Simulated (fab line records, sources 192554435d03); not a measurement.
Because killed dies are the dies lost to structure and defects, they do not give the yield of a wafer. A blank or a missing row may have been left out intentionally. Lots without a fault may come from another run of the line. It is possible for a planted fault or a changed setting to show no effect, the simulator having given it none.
What tool caused it? + flow n5-finfet + 30 wafers from 10 lots sampled at 6 of the route's 1938 steps

WHAT THE GAUGES SHOWED, per wafer
N5_BEOL_M6_INSPECT_58: inspects for defects (darkfield). Usual: raw-defect-count 74, standard deviation 22.
| lot  | measured     | on                | raw-defect-count | flag |
|------|--------------|-------------------|------------------|------|
| L418 | day 10 02:48 | defect-inspect-02 | 58 65 73         |      |
| L417 | day 10 05:23 | defect-inspect-01 | 57 37 60         |      |
| L421 | day 10 10:40 | defect-inspect-01 | 59 103 74        |      |
| L422 | day 11 08:44 | defect-inspect-01 | 71 72 76         |      |
| L426 | day 12 11:04 | defect-inspect-01 | 934 970 103      | OFF  |
| L430 | day 12 23:20 | defect-inspect-02 | 981 59 79        | OFF  |
| L435 | day 14 10:29 | defect-inspect-02 | 64 75 68         |      |
| L436 | day 14 16:15 | defect-inspect-02 | 67 62 56         |      |
| L438 | day 15 10:20 | defect-inspect-02 | 57 81 61         |      |
| L437 | day 15 14:12 | defect-inspect-02 | 113 93 187       |      |

N5_BEOL_M7_THK_MEAS_01. Usual: M7_ILD_THK gives 154.2 nm (standard deviation 2.4).
| lot  | measured     | on            | M7_ILD_THK (nm)   | flag |
|------|--------------|---------------|-------------------|------|
| L418 | day 10 03:27 | film-metro-01 | 152.8 156.5 155.6 |      |
| L417 | day 10 06:00 | film-metro-01 | 153.7 150.9 150.0 |      |
| L421 | day 10 11:46 | film-metro-01 | 153.1 154.8 155.4 |      |
| L422 | day 11 09:20 | film-metro-01 | 153.3 155.7 157.1 |      |
| L426 | day 12 11:58 | film-metro-02 | 152.5 155.2 154.2 |      |
| L430 | day 12 23:57 | film-metro-01 | 150.0 154.8 154.0 |      |
| L435 | day 14 11:06 | film-metro-01 | 150.1 154.3 152.1 |      |
| L436 | day 14 16:52 | film-metro-01 | 153.5 156.8 155.5 |      |
| L438 | day 15 10:58 | film-metro-02 | 153.7 154.7 156.1 |      |
| L437 | day 15 14:49 | film-metro-01 | 150.6 152.9 153.7 |      |

N5_BEOL_M7_INSPECT_13: inspects for defects (brightfield). Usual: raw-defect-count 398, standard deviation 86.
| lot  | measured     | on                | raw-defect-count | flag |
|------|--------------|-------------------|------------------|------|
| L418 | day 10 05:28 | defect-inspect-02 | 315 417 374      |      |
| L417 | day 10 07:03 | defect-inspect-01 | 435 308 276      |      |
| L421 | day 10 13:01 | defect-inspect-01 | 356 438 398      |      |
| L422 | day 11 11:40 | defect-inspect-01 | 376 472 466      |      |
| L426 | day 12 14:59 | defect-inspect-02 | 1177 1266 423    | OFF  |
| L430 | day 13 01:22 | defect-inspect-01 | 1322 405 542     | OFF  |
| L435 | day 14 12:25 | defect-inspect-02 | 375 257 295      |      |
| L436 | day 14 19:32 | defect-inspect-02 | 348 321 351      |      |
| L438 | day 15 12:37 | defect-inspect-02 | 359 379 487      |      |
| L437 | day 15 18:47 | defect-inspect-01 | 439 330 545      |      |

N5_BEOL_M7_INSPECT_30: inspects for defects (brightfield). Usual: raw-defect-count 402, standard deviation 90.
| lot  | measured     | on                | raw-defect-count | flag |
|------|--------------|-------------------|------------------|------|
| L418 | day 10 06:47 | defect-inspect-02 | 316 401 363      |      |
| L417 | day 10 08:07 | defect-inspect-02 | 441 323 295      |      |
| L421 | day 10 16:21 | defect-inspect-02 | 389 500 425      |      |
| L422 | day 11 12:36 | defect-inspect-01 | 373 474 467      |      |
| L426 | day 12 17:43 | defect-inspect-02 | 1167 1271 426    | OFF  |
| L430 | day 13 04:23 | defect-inspect-01 | 1306 396 531     | OFF  |
| L435 | day 14 13:37 | defect-inspect-02 | 412 253 323      |      |
| L436 | day 14 23:03 | defect-inspect-02 | 357 316 363      |      |
| L438 | day 15 17:32 | defect-inspect-01 | 331 391 454      |      |
| L437 | day 15 21:49 | defect-inspect-01 | 410 337 553      |      |

WHAT TOOL EACH LOT RAN ON (gives the tool, then ch and the chambers of the sampled wafers, and finally the start)
| lot  | N5_BEOL_M6_ALD_77                   | N5_BEOL_M6_CMP_52             |
|------|-------------------------------------|-------------------------------|
| L418 | ald-metal-01 ch 0,1, day 10 01:13   | cmp-03 ch 2,3, day 10 02:21   |
| L417 | ald-metal-04 ch 1,2, day 10 01:52   | cmp-02 ch 0,3, day 10 04:55   |
| L421 | ald-metal-03 ch 0,2, day 10 09:00   | cmp-01 ch 0,2, day 10 10:13   |
| L422 | ald-metal-04 ch 1,2,3, day 11 07:07 | cmp-01 ch 1,2, day 11 08:17   |
| L426 | ald-metal-04 ch 1,2, day 12 09:08   | cmp-01 ch 2,3, day 12 10:37   |
| L430 | ald-metal-04 ch 1,2, day 12 21:41   | cmp-01 ch 0,2, day 12 22:55   |
| L435 | ald-metal-03 ch 0,3, day 14 08:55   | cmp-02 ch 1,2, day 14 10:04   |
| L436 | ald-metal-01 ch 0,1,2, day 14 14:10 | cmp-02 ch 0,1, day 14 15:50   |
| L438 | ald-metal-01 ch 0,2,3, day 15 07:58 | cmp-02 ch 0,1,3, day 15 09:58 |
| L437 | ald-metal-03 ch 0,1,2, day 15 12:24 | cmp-02 ch 1,2,3, day 15 13:45 |
- N5_BEOL_M6_ALD_77: deposits TaN, target thk 2 nm, pulse time 2 s, purge time 3 s.
- N5_BEOL_M6_CMP_52: polishes, stops on SiCOH lowk, t overpolish 6.9 s, target thk 80 nm.

WHAT THE TOOLS THEMSELVES READ (means of the sampled wafers that have a number; where no wafer has one, the mark that the record gives instead)
N5_BEOL_M6_ALD_77. Usual: heater-power-w 421 W, standard deviation 30; mfc-carrier-sccm 1500 sccm, standard deviation 5.2.
| lot  | tool         | heater-power-w (W) | mfc-carrier-sccm (sccm) | flag |
|------|--------------|--------------------|-------------------------|------|
| L418 | ald-metal-01 | 410                | 1503                    |      |
| L417 | ald-metal-04 | 448                | 1497                    |      |
| L421 | ald-metal-03 | 442                | 1495                    |      |
| L422 | ald-metal-04 | 424                | 1502                    |      |
| L426 | ald-metal-04 | 432                | 1501                    |      |
| L430 | ald-metal-04 | 433                | 1497                    |      |
| L435 | ald-metal-03 | 410                | 1501                    |      |
| L436 | ald-metal-01 | 401                | 1505                    |      |
| L438 | ald-metal-01 | 411                | 1499                    |      |
| L437 | ald-metal-03 | 442                | 1497                    |      |

N5_BEOL_M6_CMP_52. Usual: barrier-field-endpoint-s 28.7 s, standard deviation 0.96; motor-current-A 6.0 A, standard deviation 0.61; overpolish-run-s 6.899 s, standard deviation 0.0087; time-to-endpoint-s 61 s, standard deviation 4.4.
| lot  | tool   | barrier-field-endpoint-s (s) | motor-current-A (A) | overpolish-run-s (s) | time-to-endpoint-s (s) | flag |
|------|--------|------------------------------|---------------------|----------------------|------------------------|------|
| L418 | cmp-03 | 27.7                         | 6.3                 | 6.894                | 55                     |      |
| L417 | cmp-02 | 29.6                         | 5.5                 | 6.902                | 70                     |      |
| L421 | cmp-01 | 28.4                         | 5.8                 | 6.904                | 63                     |      |
| L422 | cmp-01 | 29.2                         | 6.5                 | 6.893                | 64                     |      |
| L426 | cmp-01 | 28.2                         | 6.0                 | 6.892                | 60                     |      |
| L430 | cmp-01 | 27.9                         | 5.8                 | 6.900                | 60                     |      |
| L435 | cmp-02 | 28.9                         | 6.5                 | 6.897                | 62                     |      |
| L436 | cmp-02 | 30.0                         | 5.6                 | 6.895                | 63                     |      |
| L438 | cmp-02 | 29.3                         | 5.6                 | 6.903                | 64                     |      |
| L437 | cmp-02 | 28.7                         | 6.0                 | 6.897                | 63                     |      |

THE ANSWER, worked out from the rows above alone
Rule: take the mean of a lot's wafers that have a number; if it is more than 3 standard deviations from the usual mean, the lot is off. A lot without any number at a reading at which 4 lots or more have one is off too. The other lots that the step has rows for count as sound. Order of review: gauges by route order, followed by the tools' own readings, for which a lot's mean as printed above is used. The first step at which some lot is off is used, and at that step the reading that is off furthest; a lot without a number counts as furthest.
Off: L426, L430 (N5_BEOL_M6_INSPECT_58, raw-defect-count).
If a tool, at a process step before that reading, ran all the lots that are off and no sound lot after the first of them, it fits. Gauges at N5_BEOL_M6_INSPECT_58: tried the same way as those tools. Can't be told from this: 2 tools fit, ald-metal-04 at N5_BEOL_M6_ALD_77, cmp-01 at N5_BEOL_M6_CMP_52.

WHAT WAS PUT IN BY THE SIMULATOR
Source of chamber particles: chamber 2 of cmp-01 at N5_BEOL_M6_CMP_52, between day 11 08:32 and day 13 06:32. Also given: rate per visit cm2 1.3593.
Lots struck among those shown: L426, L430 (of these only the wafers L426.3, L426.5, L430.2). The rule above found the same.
